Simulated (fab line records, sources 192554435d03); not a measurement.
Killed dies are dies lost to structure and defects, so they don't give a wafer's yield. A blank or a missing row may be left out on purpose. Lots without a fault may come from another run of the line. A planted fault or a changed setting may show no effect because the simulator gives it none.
Chamber matching | flow n5_finfet | N5_FIN_SAQP_HM_OPEN_73 on rie_diel-02: 4 sister chambers
The step chemistry CHF3/O2, target SiO2, stops on a-Si, target depth 12 nm, time 16.8 s. 16 wafers are shown with their chamber, then 8 later ones without.

WAFERS WITH THEIR CHAMBER
wafer  | chamber | drypump_motor_current_A (A) | throttle_valve_pct (%) | showerhead_plenum_p_Torr (Torr)
L075.3 | 3       | 5.9                         | 19.04                  | 2.44
L075.4 | 2       | 5.1                         | 19.26                  | 2.43
L075.6 | 3       | 5.9                         | 19.03                  | 2.44
L079.1 | 3       | 5.9                         | 19.07                  | 2.43
L079.3 | 1       | 6.3                         | 18.65                  | 2.40
L079.5 | 2       | 5.1                         | 19.28                  | 2.43
L080.1 | 1       | 6.3                         | 18.65                  | 2.40
L080.2 | 0       | 6.5                         | 18.73                  | 2.55
L080.4 | 3       | 5.9                         | 19.05                  | 2.43
L081.2 | 2       | 5.1                         | 19.30                  | 2.43
L081.5 | 3       | 5.9                         | 19.06                  | 2.43
L081.6 | 2       | 5.1                         | 19.29                  | 2.43
L083.3 | 2       | 5.1                         | 19.28                  | 2.43
L083.4 | 0       | 6.5                         | 18.75                  | 2.54
L083.5 | 3       | 5.9                         | 19.07                  | 2.43
L088.1 | 1       | 6.2                         | 18.68                  | 2.39

SIGNATURES (means of the wafers above)
reading                  | chamber 0 | chamber 1 | chamber 2 | chamber 3 | scatter within a chamber
drypump_motor_current_A  | 6.500     | 6.267     | 5.100     | 5.900     | 0.0236
throttle_valve_pct       | 18.7400   | 18.6600   | 19.2820   | 19.0533   | 0.0158
showerhead_plenum_p_Torr | 2.5450    | 2.3967    | 2.4300    | 2.4333    | 0.00456
Rule: a wafer's distance from a chamber is the root of the sum, over the readings, of the square of ((its reading less the chamber's mean) divided by the reading's scatter). The wafer belongs to the nearest chamber; if the next one is less than 2 further off, it can't be placed. The scatter: the root of (the sum of the squares of (reading less its chamber's mean) over the shown wafers, divided by (wafers less chambers)).

WAFERS WITHOUT THEIR CHAMBER
wafer  | drypump_motor_current_A (A) | throttle_valve_pct (%) | showerhead_plenum_p_Torr (Torr)
L088.3 | 5.1                         | 19.31                  | 2.42
L088.5 | 6.6                         | 18.77                  | 2.54
L090.2 | 5.9                         | 19.09                  | 2.42
L090.5 | 6.3                         | 18.67                  | 2.39
L090.6 | 6.5                         | 18.75                  | 2.54
L095.2 | 5.9                         | 19.10                  | 2.42
L095.3 | 6.3                         | 18.71                  | 2.39
L095.5 | 5.1                         | 19.36                  | 2.42

WHICH CHAMBER EACH WENT THROUGH
wafer  | from the rows above | in truth
L088.3 | 2                   | 2
L088.5 | 0                   | 0
L090.2 | 3                   | 3
L090.5 | 1                   | 1
L090.6 | 0                   | 0
L095.2 | 3                   | 3
L095.3 | 1                   | 1
L095.5 | 2                   | 2
Placed correctly: 8 of 8. Can't be placed from these rows: 0. Placed wrongly: 0.
